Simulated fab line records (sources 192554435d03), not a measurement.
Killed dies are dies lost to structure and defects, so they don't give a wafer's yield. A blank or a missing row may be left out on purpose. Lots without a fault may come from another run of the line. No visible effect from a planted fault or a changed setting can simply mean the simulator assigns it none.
Chamber matching | flow n5-finfet | N5_BEOL_M0_SAQP_ETCH_106 on rie-diel-04 has 4 sister chambers
The step etches SOC in N2/H2, stops on SiNx, target depth 150 nm. 4 wafers are shown with their chamber, then 8 later ones without.

== WAFERS WITH THEIR CHAMBER ==
wafer  | chamber | showerhead-plenum-p-Torr (Torr)
L077.5 | 2       | 2.60
L083.4 | 3       | 2.50
L083.6 | 1       | 2.57
L084.2 | 0       | 2.34

== WAFERS MISSING THEIR CHAMBER ==
wafer  | showerhead-plenum-p-Torr (Torr)
L084.4 | 2.49
L084.6 | 2.34
L085.1 | 2.34
L085.4 | 2.49
L085.5 | 2.57
L092.1 | 2.59
L092.4 | 2.49
L092.5 | 2.59

== WHICH CHAMBER EACH WENT THROUGH ==
wafer  | from the rows above     | in truth
L084.4 | 3                       | 3
L084.6 | 0                       | 0
L085.1 | 0                       | 0
L085.4 | 3                       | 3
L085.5 | 1                       | 1
L092.1 | can't be placed: 2 or 1 | 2
L092.4 | 3                       | 3
L092.5 | can't be placed: 2 or 1 | 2
Correctly placed: 6 of 8. From these rows, 2 cannot be placed; in 2 the true chamber is one of the candidates. Wrongly placed: 0.
How it was worked out, from the rows above alone: a wafer's distance from a chamber is the root of the sum, over the readings, of the square of ((its reading less the chamber's mean) divided by the reading's scatter). The wafer belongs to the nearest chamber; if the next one is less than 2 further off, it can't be placed. Each chamber's mean is taken over the wafers shown for it. The scatter: root of mean squared gap, hidden wafer to nearest shown wafer, with one shown wafer a chamber.
